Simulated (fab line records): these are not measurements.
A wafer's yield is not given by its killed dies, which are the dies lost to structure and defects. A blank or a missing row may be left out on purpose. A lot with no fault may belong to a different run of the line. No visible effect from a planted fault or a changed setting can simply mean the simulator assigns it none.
3 desks looking at one fault | flow n5 finfet | only its own numbers are on each desk; what lay behind them is given at the end

DESK OF THE TOOL OWNER: rie diel-06
The tool's own readings at N5_BEOL_M15_ETCH_38 (etches SiCN in CF4/N2, target depth 106.4 nm, time 120.5 s): means of the sampled wafers that have a number, for each lot that ran on this tool. If a lot's mean is further than 4 standard deviations from the usual mean, the lot is out of limits and carries the mark OUT (the distance appears in the brackets).
Columns: A = drypump motor current A at N5_BEOL_M15_ETCH_38, usual 5.7 A; B = oes product au at N5_BEOL_M15_ETCH_38, usual 0.76 a.u.; C = rf fwd power W at N5_BEOL_M15_ETCH_38, usual 428.4 W; D = rf vpp V at N5_BEOL_M15_ETCH_38, usual 382.1 V; E = showerhead plenum p Torr at N5_BEOL_M15_ETCH_38, usual 2.19 Torr; F = throttle valve pct at N5_BEOL_M15_ETCH_38, usual 15.45 %
lot  | first seen here | A   | B    | C     | D     | E    | F
L116 | day 12 08:35    | 5.7 | 0.75 | 429.6 | 381.9 | 2.18 | 15.58
L124 | day 14 14:58    | 5.8 | 0.82 | 427.9 | 381.5 | 2.15 | 15.53
L126 | day 14 18:13    | 5.8 | 0.86 | 428.9 | 383.3 | 2.28 | 15.47
Result from this desk: across the 3 lots, nothing is out of limits.

THE DEFECT DESK
For each lot, the counts of the inspections along the route, averaged over the sampled wafers that have a number. If a lot's mean is further than 4 standard deviations from the usual mean, the lot is out of limits and carries the mark OUT (the distance appears in the brackets).
Columns: A = raw defect count at N5_BEOL_M15_INSPECT_30, usual 2.2
lot  | first seen here | A
L116 | day 12 07:53    | 1.7
L124 | day 14 12:44    | 4.0
L126 | day 14 17:37    | 3.0
L128 | day 15 05:53    | 2.7
L134 | day 16 10:16    | 2.0
L139 | day 19 23:23    | 2.3
Result from this desk: across the 6 lots, nothing is out of limits.

THE METROLOGY DESK
What the gauges read for every lot (on any tool): the sampled wafers with a number, averaged. If a lot's mean is further than 4 standard deviations from the usual mean, the lot is out of limits and carries the mark OUT (the distance appears in the brackets).
Columns: A = cd nm at N5_BEOL_M15_CD_MEAS_28, usual 408.2 nm; B = M15_OVL at N5_BEOL_M15_OVL_MEAS_29, usual -2 nm
lot  | first seen here | A     | B
L116 | day 12 07:50    | 406.0 | -3
L124 | day 14 12:41    | 410.7 | -4
L126 | day 14 17:34    | 406.0 | 2
L128 | day 15 05:50    | 408.9 | -0
L134 | day 16 10:13    | 413.8 | -4
L139 | day 19 23:20    | 404.9 | 0
Result from this desk: across the 6 lots, nothing is out of limits.

TAKEN TOGETHER
The tool owner's desk saw nothing out of limits.
The defect desk saw nothing out of limits.
The metrology desk saw nothing out of limits.

WHAT WAS PUT IN BY THE SIMULATOR
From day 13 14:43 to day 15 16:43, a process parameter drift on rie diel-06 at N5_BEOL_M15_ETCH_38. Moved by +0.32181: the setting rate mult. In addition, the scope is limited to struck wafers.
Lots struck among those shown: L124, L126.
